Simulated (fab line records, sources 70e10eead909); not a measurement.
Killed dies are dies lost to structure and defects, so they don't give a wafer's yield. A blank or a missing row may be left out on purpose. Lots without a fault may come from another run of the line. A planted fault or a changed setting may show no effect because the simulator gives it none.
A struck lot beside a sound one | flow nand_harc | 14 steps out of a route of 1302
Sound: wafers L220.1, L220.4, L220.5. Struck: wafers L213.2, L213.5, L213.6. The cause comes at the end.
At each step with rows: each side's tool, then ch and its chambers, then its first start. Under that, the readings that differ: sound wafers | struck wafers | difference of the means | sigmas: that difference in standard deviations of wafers without a fault.
alike: readings whose means differ by less than 2 such deviations, and words and numbers that are the same on both sides. not compared: withheld readings, readings that some wafer has no value for, bounds like >300 that may hide the same value, and numbers for which the record gives no deviation and whose values overlap.
The two part at a step that has a row with sigmas, a row that says differs or no value, or rows on one side only. Numbers that don't overlap but have no deviation are shown without sigmas and don't part them. A reading that every wafer of one side lacks parts them only if that side has two wafers or more.

first, 8 steps without rows for these wafers: NHARC_A_CONTACT_COAT_34 (time 75 s); NHARC_A_CONTACT_COAT_35 (time 65 s); NHARC_A_CONTACT_COAT_36 (resist thk 90 nm); NHARC_A_CONTACT_SOFTBAKE_37 (time 55 s); NHARC_A_CONTACT_EBR_38; NHARC_A_CONTACT_EXPOSE_39 (exposes mask A CC 3); NHARC_A_CONTACT_PEB_40 (peb time 65 s); NHARC_A_CONTACT_DEVELOP_41 (develop time 35 s).
NHARC_A_CONTACT_CD_MEAS_42: target cd 300 nm.
  sound on cd_sem-03 ch 0, day 28 19:45; struck on cd_sem-02 ch 0, day 26 08:11
  alike: cd_nm
NHARC_A_CONTACT_OVL_MEAS_43:
  sound on overlay-02, day 28 19:50; struck on overlay-01, day 26 08:16
  alike: overlay_x_nm, overlay_y_nm
NHARC_A_CONTACT_INSPECT_44:
  sound on defect_inspect-02, day 28 19:52; struck on defect_inspect-02, day 26 08:18
  reading          | sound    | struck      | difference | sigmas
  raw_defect_count | 53 56 64 | 167 144 147 | +95        | +2
NHARC_A_CONTACT_DESCUM_47: chemistry O2, time 3 s.
  sound on rie_diel-09 ch 0,1,3, day 28 19:56; struck on rie_diel-03 ch 2,3, day 26 08:22
  alike: chamber_pressure_mTorr, drypump_motor_current_A, o2_flow_sccm, oes_product_au, rf_vpp_V, showerhead_plenum_p_Torr, throttle_valve_pct
  not compared: rf_hours_counter_h
NHARC_A_CONTACT_ETCH_48: etches the open film in CF4, target depth 39 nm, time 65 s.
  sound on rie_diel-09 ch 0,1,2, day 28 20:01; struck on rie_diel-03 ch 0,1,3, day 26 08:28
  reading        | sound       | struck                  | difference | sigmas
  over_etch_frac | 0.3 0.3 0.3 | 0.48569 0.48569 0.48569 | +0.18569   |
  alike: chamber_pressure_mTorr, drypump_motor_current_A, oes_product_au, rf_vpp_V, showerhead_plenum_p_Torr, throttle_valve_pct
  not compared: rf_hours_counter_h
NHARC_A_CONTACT_ETCH_49: etches the open film in N2/H2, target depth 260 nm, time 475.3 s.
  sound on rie_diel-09 ch 0,1; struck on rie_diel-03 ch 0,1,3
  alike: chamber_pressure_mTorr, drypump_motor_current_A, n2_flow_sccm, oes_product_au, over_etch_frac, rf_vpp_V, showerhead_plenum_p_Torr, throttle_valve_pct
  not compared: rf_hours_counter_h

WHERE THEY PART
Only at NHARC_A_CONTACT_INSPECT_44, within this record. Later steps at which nothing parts them and some readings are alike: NHARC_A_CONTACT_DESCUM_47, NHARC_A_CONTACT_ETCH_48, NHARC_A_CONTACT_ETCH_49.

WHY: what the simulator had put in
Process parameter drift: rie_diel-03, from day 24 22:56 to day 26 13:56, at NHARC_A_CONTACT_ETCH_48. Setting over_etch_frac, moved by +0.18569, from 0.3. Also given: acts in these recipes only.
